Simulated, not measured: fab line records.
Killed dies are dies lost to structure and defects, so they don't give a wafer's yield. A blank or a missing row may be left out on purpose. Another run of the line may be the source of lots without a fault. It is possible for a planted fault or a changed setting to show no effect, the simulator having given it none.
Matching of chambers    flow n5_finfet    N5_FIN_SAQP_PECVD_06 on pecvd-02: 3 sister chambers
The step deposits a-Si from SiH4/He, target thk 60 nm, time 48.1 s. 18 wafers are shown with their chamber, then 9 later ones without.

WAFERS WITH THEIR CHAMBER
wafer   chamber  showerhead_plenum_p_Torr (Torr)  throttle_valve_pct (%)  heater_power_w (W)
L076.3  0        5.636                            18.3                    732
L076.4  2        5.633                            18.1                    844
L076.5  0        5.639                            18.2                    728
L079.1  0        5.646                            18.2                    672
L079.3  2        5.621                            18.1                    753
L079.4  1        5.671                            17.6                    748
L080.3  0        5.644                            18.1                    690
L080.4  1        5.656                            17.8                    840
L080.5  2        5.626                            18.1                    843
L087.2  2        5.627                            18.1                    878
L087.3  1        5.665                            17.7                    750
L087.4  2        5.613                            18.3                    886
L088.1  1        5.649                            17.7                    868
L088.3  2        5.635                            18.3                    829
L088.5  1        5.660                            18.0                    861
L089.2  2        5.628                            18.3                    795
L089.4  1        5.663                            17.5                    752
L089.5  0        5.626                            18.5                    723

SIGNATURES, as means of the wafers listed above
reading                   chamber 0  chamber 1  chamber 2  scatter within a chamber
showerhead_plenum_p_Torr  5.63820    5.66067    5.62614    0.0076
throttle_valve_pct        18.260     17.717     18.186     0.144
heater_power_w            709.00     803.17     832.57     47
Rule: for a wafer and a chamber, the distance is found by dividing, reading by reading, the gap between the wafer's reading and the chamber's mean by the reading's scatter, squaring, summing and taking the root. The wafer belongs to the nearest chamber; if the next one is less than 2 further off, it can't be placed. The scatter: take each reading less its chamber's mean, square it, sum over the shown wafers, divide by the number of wafers less the number of chambers, and take the root.

WAFERS MISSING THEIR CHAMBER
wafer   showerhead_plenum_p_Torr (Torr)  throttle_valve_pct (%)  heater_power_w (W)
L091.2  5.631                            18.3                    875
L091.4  5.666                            17.5                    853
L091.5  5.641                            18.5                    707
L092.1  5.632                            18.3                    720
L092.2  5.653                            17.8                    825
L092.3  5.629                            18.1                    791
L097.2  5.667                            17.6                    779
L097.4  5.611                            18.1                    793
L097.6  5.650                            18.2                    621

CHAMBER TAKEN BY EACH
wafer   from the rows above      in truth
L091.2  2                        2
L091.4  1                        1
L091.5  0                        0
L092.1  can't be placed: 0 or 2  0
L092.2  1                        1
L092.3  can't be placed: 2 or 0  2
L097.2  1                        1
L097.4  can't be placed: 2 or 0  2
L097.6  0                        0
6 of 9 placed correctly. These rows do not allow placing 3 (true chamber among the candidates in 3). Number placed wrongly: 0.
